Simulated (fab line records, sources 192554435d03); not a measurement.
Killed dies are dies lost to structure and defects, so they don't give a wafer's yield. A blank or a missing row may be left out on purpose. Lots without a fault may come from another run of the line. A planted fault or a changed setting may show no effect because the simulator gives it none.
fab line records | flow n5_finfet | part 1 of 2: steps 1 to 23 of 28
record lots=5 wafers=15 last_day=17
route steps=1938 shown BEOL_M10@1529 BEOL_M11@1536
lots that met no fault: from a run of the same line without faults
start_h: hours from the record's first day to the start of the lot's first wafer shown | wait_h: hours since the lot's step before | " the same as in the row above | L1.1+2: a row that stands for several wafers | - no value, or no start given | * or withheld: withheld | < > ~ a bound
route shown NAME@n: a module of which the file shows steps, and the number in the route of the first | usual: mean/standard deviation of fault-free wafers | same: alike in all rows | chamber/n: place in a boat | sites: the reading at each site | _std_site: their standard deviation | _edge_site: outer sites' mean less inner sites' | radius_mm: how far each site lies from the wafer's centre | mask NAME#n: copy n | behind: the tool/chamber that last shaped the wafer | hold: why the lot was held/for how many hours/how that ended | device: the transistor (n, p or np) that didn't switch | end of line: the same wafers' tests at the end of the route | a step without rows: its recipe alone | killed: dies lost to structure and defects at the first sort, not the wafer's yield | map: a wafer's dies, x killed, . not, _ none there
set.NAME: the setting as run; set.NAME@STEP: as run at that earlier step | model.NAME: the simulator's own value behind a step, which no gauge read
lots at some steps of the route; a table a step, a row a wafer
services: from which hour (start_h, from the record's first day; less than 0 if before it) a tool's chamber was out of use, for how many hours, and why
## steps
# step N5_BEOL_M10_ANNEAL_51
# recipe temp_c=225 time_s=90 ambient=N2
# usual wafer_temp_C_max=226.3/0.63
# columns lot.wafer tool chamber start_h wait_h wafer_temp_C_max
L075.1 rtp_anneal-02 0 241.18 0.1 226.2
L075.4 " 0 " " 225.8
L075.6 " 0 " " 225.9
L074.1 rtp_anneal-02 0 247.18 0.2 225.8
L074.2 " 0 " " 226.2
L074.6 " 0 " " 226.2
L080.1 rtp_anneal-01 0 269.54 0.1 226.6
L080.3 " 0 " " 226.8
L080.6 " 0 " " 227.5
L091.2 rtp_anneal-02 0 326.78 0.1 225.9
L091.4 " 0 " " 225.8
L091.5 " 0 " " 225.9
L097.1 rtp_anneal-01 0 370.01 0.2 227.0
L097.4 " 0 " " 226.8
L097.6 " 0 " " 227.0
# step N5_BEOL_M10_CMP_52
# recipe stop_on=SiCOH_lowk t_overpolish_s=7 down_force_psi=1 platen_rpm=50 clearing_platen_down_force_psi=1.5 clearing_platen_rpm=50 post_cmp_clean=cu_alkaline target_thk_nm=140 clearing_platen_pad_velocity_m_s=0.99484 pad_velocity_m_s=0.99484
# usual barrier_field_endpoint_s=29.1/0.78 motor_current_A=5.7/0.51 overpolish_run_s=7.001/0.0099 retaining_ring_pressure_frac=1.000/0.0054 time_to_endpoint_s=66/3.3
# columns lot.wafer tool chamber start_h wait_h barrier_field_endpoint_s motor_current_A overpolish_run_s retaining_ring_pressure_frac time_to_endpoint_s
L075.1 cmp-02 3 241.53 0.3 29.0 5.7 6.997 0.993 76
L075.4 " 1 " " 28.6 5.4 6.999 0.993 67
L075.6 " 3 " " 30.4 5.6 6.996 0.997 78
L074.2 cmp-03 3 247.48 0.2 27.9 6.3 6.991 1.000 65
L074.1 " 1 " " 28.2 5.2 6.984 0.989 67
L074.6 " 0 " " 28.9 5.6 7.017 1.003 67
L080.1 cmp-02 1 269.88 0.3 29.7 5.4 7.000 1.005 68
L080.3 " 2 " " 29.5 4.8 6.986 0.998 66
L080.6 " 1 " " 31.1 5.4 7.009 1.007 69
L091.2 cmp-03 1 327.07 0.2 28.3 5.5 7.000 1.003 70
L091.4 " 3 " " 29.3 6.3 7.006 1.004 67
L091.5 " 1 " " 28.9 5.2 7.001 1.004 70
L097.1 cmp-03 0 370.32 0.3 28.9 5.5 7.003 1.002 66
L097.4 " 1 " " 29.4 5.3 7.007 1.008 69
L097.6 " 1 " " 28.8 5.2 6.992 1.004 65
# step N5_BEOL_M10_THK_MEAS_53
# recipe thk_meas_gauge=xrf reads=Cu_of_BEOL_M10_ECD_50
# usual M10_THK=142.5/2.5
# columns lot.wafer tool chamber start_h wait_h M10_THK[nm]
L075.1 film_metro-02 - 241.78 - 151.1
L075.4 " - " " 144.4
L075.6 " - " " 151.9
L074.1 film_metro-02 - 247.78 - 142.0
L074.2 " - " " 143.9
L074.6 " - " " 140.3
L080.1 film_metro-01 - 270.13 - 143.3
L080.3 " - " " 145.5
L080.6 " - " " 145.0
L091.2 film_metro-02 - 327.33 - 145.9
L091.4 " - " " 142.4
L091.5 " - " " 144.8
L097.1 film_metro-02 - 370.62 - 137.8
L097.4 " - " " 143.3
L097.6 " - " " 139.4
# step N5_BEOL_M10_PRE_CLEAN_55
# recipe gas=NH3 time_s=15 temp_c=withheld rf_power_w=300
# usual rf_fwd_power_W=293.9/1.6
# columns lot.wafer tool chamber start_h wait_h rf_fwd_power_W
L075.1 pecvd-03 0 241.82 0.0 293.6
L075.4 " 1 " " 295.9
L075.6 " 0 " " 294.8
L074.1 pecvd-01 0 247.81 0.0 295.4
L074.2 " 1 " " 293.3
L074.6 " 0 " " 294.5
L080.1 pecvd-01 0 270.17 0.0 294.7
L080.3 " 1 " " 293.6
L080.6 " 0 " " 294.6
L091.2 pecvd-03 1 327.37 0.0 294.1
L091.4 " 2 " " 293.3
L091.5 " 0 " " 293.4
L097.1 pecvd-03 0 370.65 0.0 293.4
L097.4 " 1 " " 294.8
L097.6 " 0 " " 292.1
# step N5_BEOL_M10_DEP_56
# recipe material=SiCN target_thk_a=150 temp_c=withheld precursor=3MS/NH3 pressure_torr=3 rf_w=202 time_s=26.5
# usual rf_fwd_power_W=199.5/0.78 showerhead_plenum_p_Torr=3.666/0.014 throttle_valve_pct=9.0/0.46
# columns lot.wafer tool chamber start_h wait_h rf_fwd_power_W showerhead_plenum_p_Torr throttle_valve_pct
L075.1 pecvd-03 0 241.84 0.0 198.5 3.669 9.2
L075.4 " 1 " " 199.7 3.679 9.1
L075.6 " 0 " " 198.7 3.668 9.3
L074.1 pecvd-01 0 247.84 0.0 199.5 3.647 8.3
L074.2 " 1 " " 199.2 3.647 9.8
L074.6 " 0 " " 199.2 3.663 8.6
L080.1 pecvd-01 0 270.20 0.0 199.9 3.668 8.8
L080.3 " 1 " " 198.3 3.652 10.0
L080.6 " 0 " " 200.5 3.665 8.6
L091.2 pecvd-03 1 327.39 0.0 199.1 3.690 9.4
L091.4 " 2 " " 198.4 3.657 8.8
L091.5 " 0 " " 199.6 3.671 9.3
L097.1 pecvd-03 0 370.68 0.0 199.3 3.668 9.1
L097.4 " 1 " " 199.6 3.682 9.2
L097.6 " 0 " " 198.2 3.670 9.4
# step N5_BEOL_M10_RS_MEAS_57
# recipe thk_meas_gauge=four-point-probe reads=Cu_of_BEOL_M10_ECD_50+Co_of_BEOL_M10_CVD_75+TaN_of_BEOL_M10_ALD_74
# usual M10_RS=0.1493/0.0024
# columns lot.wafer tool chamber start_h wait_h M10_RS[ohm/sq]
L075.1 film_metro-02 - 241.92 0.1 0.1426
L075.4 " - " " 0.1491
L075.6 " - " " 0.1414
L074.1 film_metro-02 - 247.91 0.1 0.1496
L074.2 " - " " 0.1484
L074.6 " - " " 0.1513
L080.1 film_metro-01 - 270.27 0.1 0.1493
L080.3 " - " " 0.1467
L080.6 " - " " 0.1477
L091.2 film_metro-01 - 327.46 0.1 0.1452
L091.4 " - " " 0.1479
L091.5 " - " " 0.1473
L097.1 film_metro-02 - 370.75 0.1 0.1551
L097.4 " - " " 0.1476
L097.6 " - " " 0.1521
# step N5_BEOL_M10_INSPECT_58
# recipe inspect_instrument=darkfield mode=post_dep
# usual raw_defect_count=78/28
# columns lot.wafer tool chamber start_h wait_h raw_defect_count
L075.1 defect_inspect-02 - 241.95 0.0 77
L075.4 " - " " 79
L075.6 " - " " 50
L074.1 defect_inspect-01 - 247.94 0.0 56
L074.2 " - " " 55
L074.6 " - " " 72
L080.1 defect_inspect-01 - 270.29 0.0 37
L080.3 " - " " 47
L080.6 " - " " 64
L091.2 defect_inspect-02 - 327.49 0.0 64
L091.4 " - " " 59
L091.5 " - " " 49
L097.1 defect_inspect-01 - 370.78 0.0 67
L097.4 " - " " 69
L097.6 " - " " 79
# step N5_BEOL_M11_ILD_DEP_00
# recipe material=SiCOH_lowk target_thk_a=3085.1 temp_c=300 precursor=DEMS/porogen pressure_torr=5 rf_w=500 time_s=58
# usual heater_power_w=316/44 rf_fwd_power_W=495.9/1.7 showerhead_plenum_p_Torr=5.741/0.019 throttle_valve_pct=13.8/0.74
# columns lot.wafer tool chamber start_h wait_h heater_power_w rf_fwd_power_W showerhead_plenum_p_Torr throttle_valve_pct
L075.1 pecvd-04 2 241.98 0.0 249 496.4 5.736 12.2
L075.4 " 2 " " 256 495.9 5.764 12.4
L075.6 " 0 " " 364 495.9 5.732 14.5
L074.1 pecvd-03 0 247.98 0.0 290 496.8 5.745 14.3
L074.2 " 2 " " 311 494.5 5.740 13.4
L074.6 " 0 " " 290 497.1 5.756 14.3
L080.1 pecvd-01 1 270.33 0.0 254 495.1 5.716 15.1
L080.3 " 0 " " 301 494.1 5.725 13.2
L080.6 " 1 " " 261 494.5 5.714 14.9
L091.2 pecvd-03 0 327.53 0.0 236 495.0 5.757 14.3
L091.4 " 1 " " 275 495.3 5.763 14.3
L091.5 " 2 " " 314 494.1 5.728 13.3
L097.1 pecvd-03 1 370.82 0.0 322 498.1 5.768 14.2
L097.4 " 2 " " 360 495.3 5.743 13.6
L097.6 " 1 " " 335 496.5 5.761 13.9
# step N5_BEOL_M11_CURE_71
# recipe temp_c=385 time_s=240 ambient=He/Ar material=SiCOH_lowk
# usual lamp_power_pct=52.31/0.055 wafer_temp_C_max=387.4/0.61
# columns lot.wafer tool chamber start_h wait_h lamp_power_pct wafer_temp_C_max
L075.1 uv_cure-03 1 242.08 0.1 52.40 387.6
L075.4 " 1 " " 52.30 387.2
L075.6 " 1 " " 52.31 387.2
L074.1 uv_cure-02 0 248.40 0.4 52.24 387.3
L074.2 " 0 " " 52.26 386.9
L074.6 " 0 " " 52.27 386.9
L080.1 uv_cure-02 0 270.41 0.0 52.35 387.2
L080.3 " 0 " " 52.25 387.6
L080.6 " 0 " " 52.37 387.3
L091.2 uv_cure-01 0 327.68 0.1 52.32 388.0
L091.4 " 0 " " 52.25 387.3
L091.5 " 0 " " 52.31 388.5
L097.1 uv_cure-02 0 370.89 0.0 52.22 386.9
L097.4 " 0 " " 52.30 386.7
L097.6 " 0 " " 52.23 387.5
# step N5_BEOL_M11_THK_MEAS_01
# recipe reads=SiCOH_lowk_of_BEOL_M11_ILD_DEP_00
# usual M11_ILD_THK=267/3.8
# columns lot.wafer tool chamber start_h wait_h M11_ILD_THK[nm]
L075.1 film_metro-02 - 242.59 0.4 264
L075.4 " - " " 266
L075.6 " - " " 266
L074.1 film_metro-01 - 249.39 0.8 271
L074.2 " - " " 270
L074.6 " - " " 278
L080.1 film_metro-02 - 270.92 0.4 270
L080.3 " - " " 265
L080.6 " - " " 268
L091.2 film_metro-02 - 328.12 0.4 267
L091.4 " - " " 271
L091.5 " - " " 272
L097.1 film_metro-01 - 371.41 0.4 266
L097.4 " - " " 269
L097.6 " - " " 268
# step N5_BEOL_M11_PECVD_70
# recipe material=SiO2 target_thk_a=200 temp_c=400 precursor=TEOS/O2 pressure_torr=5.5 rf_w=450 teos_flow_sccm=53.8 gas=O2 flow_sccm=3000 time_s=22.7
# usual heater_power_w=737/82 rf_fwd_power_W=444.6/2.1 showerhead_plenum_p_Torr=8.78/0.072 throttle_valve_pct=22.2/1.2
# columns lot.wafer tool chamber start_h wait_h heater_power_w rf_fwd_power_W showerhead_plenum_p_Torr throttle_valve_pct
L075.1 pecvd-04 1 242.63 0.0 808 442.0 8.87 22.3
L075.4 " 0 " " 752 446.4 8.79 23.2
L075.6 " 1 " " 813 444.9 8.91 22.2
L074.1 pecvd-04 2 249.43 0.0 694 443.6 8.82 20.0
L074.2 " 1 " " 749 447.0 8.89 22.1
L074.6 " 2 " " 720 443.2 8.78 20.1
L080.1 pecvd-03 1 270.96 0.0 707 446.9 8.89 23.0
L080.3 " 0 " " 648 443.2 8.83 23.3
L080.6 " 1 " " 712 443.3 8.87 22.6
L091.2 pecvd-01 1 328.15 0.0 573 442.2 8.64 24.2
L091.4 " 2 " " 862 447.5 8.71 21.3
L091.5 " 0 " " 675 445.5 8.74 21.6
L097.1 pecvd-04 2 371.44 0.0 614 442.1 8.81 19.9
L097.4 " 1 " " 815 443.9 8.88 21.9
L097.6 " 0 " " 843 445.6 8.78 23.0
# step N5_BEOL_M11_HM_DEP_02
# recipe material=TiN target_thk_a=200 temp_c=25 chamber_pressure_pa=0.49996
# usual substrate_temp_c=25.00/0.11 throttle_valve_pct=30.6/0.81
# columns lot.wafer tool chamber start_h wait_h substrate_temp_c throttle_valve_pct
L075.1 pvd_sputter-02 - 243.96 1.3 25.00 31.5
L075.4 " - " " 24.93 32.4
L075.6 " - " " 25.10 29.6
L074.1 pvd_sputter-03 - 250.22 0.8 25.01 32.0
L074.2 " - " " 25.00 30.7
L074.6 " - " " 24.98 31.5
L080.1 pvd_sputter-03 - 273.01 2.0 25.03 31.9
L080.3 " - " " 24.97 30.8
L080.6 " - " " 25.05 31.9
L091.2 pvd_sputter-03 - 328.21 0.0 24.91 30.5
L091.4 " - " " 25.10 30.8
L091.5 " - " " 25.07 30.8
L097.1 pvd_sputter-03 - 373.60 2.1 25.12 31.7
L097.4 " - " " 25.06 30.1
L097.6 " - " " 24.97 31.6
# step N5_BEOL_M11_COAT_59
# recipe resist=SOC temp_c=250 time_s=60 spin_rpm=1500 resist_thk_nm=100
# usual exhaust_pa=45.0/0.99
# columns lot.wafer tool chamber start_h wait_h exhaust_pa
L075.1 litho_track-02 0 244.10 0.1 44.1
L075.4 " 0 " " 44.3
L075.6 " 0 " " 43.5
L074.1 litho_track-04 0 250.35 0.1 45.2
L074.2 " 0 " " 44.7
L074.6 " 0 " " 44.3
L080.1 litho_track-02 0 273.15 0.1 45.9
L080.3 " 0 " " 45.6
L080.6 " 0 " " 44.6
L091.2 litho_track-04 0 328.34 0.1 45.2
L091.4 " 0 " " 45.2
L091.5 " 0 " " 43.1
L097.1 litho_track-04 0 373.73 0.1 44.4
L097.4 " 0 " " 45.0
L097.6 " 0 " " 43.6
# step N5_BEOL_M11_COAT_60
# recipe resist=SiARC temp_c=220 time_s=60 spin_rpm=1500 resist_thk_nm=30
# usual exhaust_pa=45.0/0.9
# columns lot.wafer tool chamber start_h wait_h exhaust_pa
L075.1 litho_track-02 0 - - 44.1
L075.4 " 0 " " 44.7
L075.6 " 0 " " 44.4
L074.1 litho_track-04 0 - - 44.9
L074.2 " 0 " " 45.5
L074.6 " 0 " " 46.2
L080.1 litho_track-02 0 - - 44.5
L080.3 " 0 " " 46.2
L080.6 " 0 " " 45.2
L091.2 litho_track-04 0 - - 45.1
L091.4 " 0 " " 45.4
L091.5 " 0 " " 44.5
L097.1 litho_track-04 0 - - 46.3
L097.4 " 0 " " 45.3
L097.6 " 0 " " 44.7
# step N5_BEOL_M11_COAT_05
# recipe resist=CAR-ArF spin_rpm=1500 resist_thk_nm=90
# usual exhaust_pa=45.0/0.9
# columns lot.wafer tool chamber start_h wait_h exhaust_pa
L075.1 litho_track-02 0 - - 46.5
L075.4 " 0 " " 45.7
L075.6 " 0 " " 45.0
L074.1 litho_track-04 0 - - 45.2
L074.2 " 0 " " 45.2
L074.6 " 0 " " 44.5
L080.1 litho_track-02 0 - - 45.0
L080.3 " 0 " " 44.5
L080.6 " 0 " " 44.4
L091.2 litho_track-04 0 - - 45.9
L091.4 " 0 " " 45.0
L091.5 " 0 " " 44.8
L097.1 litho_track-04 0 - - 43.7
L097.4 " 0 " " 45.1
L097.6 " 0 " " 44.8
# step N5_BEOL_M11_EBR_07
# recipe solvent=PGMEA ebr_width_mm=1.5
# usual exhaust_pa=44.9/0.88
# columns lot.wafer tool chamber start_h wait_h exhaust_pa
L075.1 litho_track-02 0 - - 43.9
L075.4 " 0 " " 45.3
L075.6 " 0 " " 44.8
L074.1 litho_track-04 0 - - 44.2
L074.2 " 0 " " 45.9
L074.6 " 0 " " 43.9
L080.1 litho_track-02 0 - - 44.5
L080.3 " 0 " " 45.0
L080.6 " 0 " " 44.9
L091.2 litho_track-04 0 - - 42.4
L091.4 " 0 " " 43.4
L091.5 " 0 " " 44.0
L097.1 litho_track-04 0 - - 45.2
L097.4 " 0 " " 45.7
L097.6 " 0 " " 44.9
# step N5_BEOL_M11_SOFTBAKE_06
# recipe temp_c=110 time_s=60 resist=CAR-ArF
# usual exhaust_pa=44.9/0.85
# columns lot.wafer tool chamber start_h wait_h exhaust_pa
L075.1 litho_track-02 0 - - 44.6
L075.4 " 0 " " 45.8
L075.6 " 0 " " 43.2
L074.1 litho_track-04 0 - - 44.5
L074.2 " 0 " " 46.2
L074.6 " 0 " " 44.6
L080.1 litho_track-02 0 - - 46.8
L080.3 " 0 " " 45.8
L080.6 " 0 " " 46.5
L091.2 litho_track-04 0 - - 43.5
L091.4 " 0 " " 45.4
L091.5 " 0 " " 44.4
L097.1 litho_track-04 0 - - 44.2
L097.4 " 0 " " 45.6
L097.6 " 0 " " 44.9
# step N5_BEOL_M11_EXPOSE_08
# recipe mask_id=M11 na=1.35 source_shape=dipole sigma_inner=0.411 sigma_outer=0.611 polarization=te dose_mj=53.75
# same sigma_inner=0.411
# columns lot.wafer tool chamber start_h wait_h mask
L075.1+4+6 arfi_scanner-02 0 244.22 - M11#0
L074.1+2+6 arfi_scanner-01 0 250.59 - M11#0
L080.1+3+6 arfi_scanner-02 0 273.40 - M11#0
L091.2+4+5 arfi_scanner-02 0 328.59 - M11#0
L097.1+4+6 arfi_scanner-03 0 373.97 - M11#0
# step N5_BEOL_M11_PEB_09
# recipe peb_temp_c=withheld peb_time_s=60 resist=CAR-ArF
# usual exhaust_pa=45.0/0.88
# columns lot.wafer tool chamber start_h wait_h exhaust_pa
L075.1 litho_track-02 0 244.27 0.1 45.5
L075.4 " 0 " " 45.6
L075.6 " 0 " " 45.2
L074.1 litho_track-01 0 250.65 0.1 45.5
L074.2 " 0 " " 46.2
L074.6 " 0 " " 45.6
L080.1 litho_track-01 0 273.46 0.1 44.4
L080.3 " 0 " " 42.9
L080.6 " 0 " " 43.5
L091.2 litho_track-04 0 328.64 0.0 46.5
L091.4 " 0 " " 45.8
L091.5 " 0 " " 45.4
L097.1 litho_track-01 0 374.03 0.1 44.8
L097.4 " 0 " " 45.6
L097.6 " 0 " " 45.5
# step N5_BEOL_M11_DEVELOP_10
# recipe develop_time_s=30 developer=TMAH resist=CAR-ArF rinse_liquid=diw dry=air_spin dev_temp_c=23
# usual exhaust_pa=44.9/0.9
# columns lot.wafer tool chamber start_h wait_h exhaust_pa
L075.1 litho_track-02 0 - - 45.1
L075.4 " 0 " " 45.0
L075.6 " 0 " " 44.4
L074.1 litho_track-01 0 - - 44.5
L074.2 " 0 " " 42.8
L074.6 " 0 " " 43.8
L080.1 litho_track-01 0 - - 46.2
L080.3 " 0 " " 45.1
L080.6 " 0 " " 44.7
L091.2 litho_track-04 0 - - 45.7
L091.4 " 0 " " 45.8
L091.5 " 0 " " 44.9
L097.1 litho_track-01 0 - - 45.4
L097.4 " 0 " " 43.6
L097.6 " 0 " " 44.8
# step N5_BEOL_M11_CD_MEAS_11
# recipe target_cd_nm=64.1 landing_energy_ev=500 detector=se_inlens polarity=opening
# usual cd_nm=64.2/0.72
# columns lot.wafer tool chamber start_h wait_h cd_nm
L075.1 cd_sem-01 0 244.34 - 64.0
L075.4 " 0 " " 64.0
L075.6 " 0 " " 63.9
L074.1 cd_sem-02 0 250.71 - 63.6
L074.2 " 0 " " 62.8
L074.6 " 0 " " 62.8
L080.1 cd_sem-03 0 273.52 - 64.5
L080.3 " 0 " " 62.9
L080.6 " 0 " " 64.0
L091.2 cd_sem-02 0 328.71 - 65.0
L091.4 " 0 " " 65.1
L091.5 " 0 " " 64.5
L097.1 cd_sem-01 0 374.10 - 64.1
L097.4 " 0 " " 63.4
L097.6 " 0 " " 63.9
# step N5_BEOL_M11_OVL_MEAS_12
# recipe points_per_wafer=44
# usual M11_OVL=0.0/0.78
# columns lot.wafer tool chamber start_h wait_h M11_OVL[nm]
L075.1 overlay-02 0 244.37 0.0 -0.2
L075.4 " 0 " " 0.0
L075.6 " 0 " " -0.5
L074.1 overlay-02 0 250.74 0.0 0.2
L074.2 " 0 " " -0.3
L074.6 " 0 " " -1.6
L080.1 overlay-01 0 273.55 0.0 0.0
L080.3 " 0 " " 0.2
L080.6 " 0 " " 0.8
L091.2 overlay-01 0 328.74 0.0 0.2
L091.4 " 0 " " -0.1
L091.5 " 0 " " -0.8
L097.1 overlay-01 0 374.13 0.0 0.6
L097.4 " 0 " " 0.6
L097.6 " 0 " " 0.6
# step N5_BEOL_M11_INSPECT_13
# recipe mode=adi inspect_instrument=brightfield
# usual raw_defect_count=428/89
# columns lot.wafer tool chamber start_h wait_h raw_defect_count
L075.1 defect_inspect-01 - 244.40 0.0 408
L075.4 " - " " 386
L075.6 " - " " 417
L074.1 defect_inspect-02 - 250.77 0.0 312
L074.2 " - " " 561
L074.6 " - " " 421
L080.1 defect_inspect-02 - 273.58 0.0 358
L080.3 " - " " 390
L080.6 " - " " 290
L091.2 defect_inspect-02 - 328.76 0.0 364
L091.4 " - " " 384
L091.5 " - " " 251
L097.1 defect_inspect-01 - 374.15 0.0 361
L097.4 " - " " 344
L097.6 " - " " 317
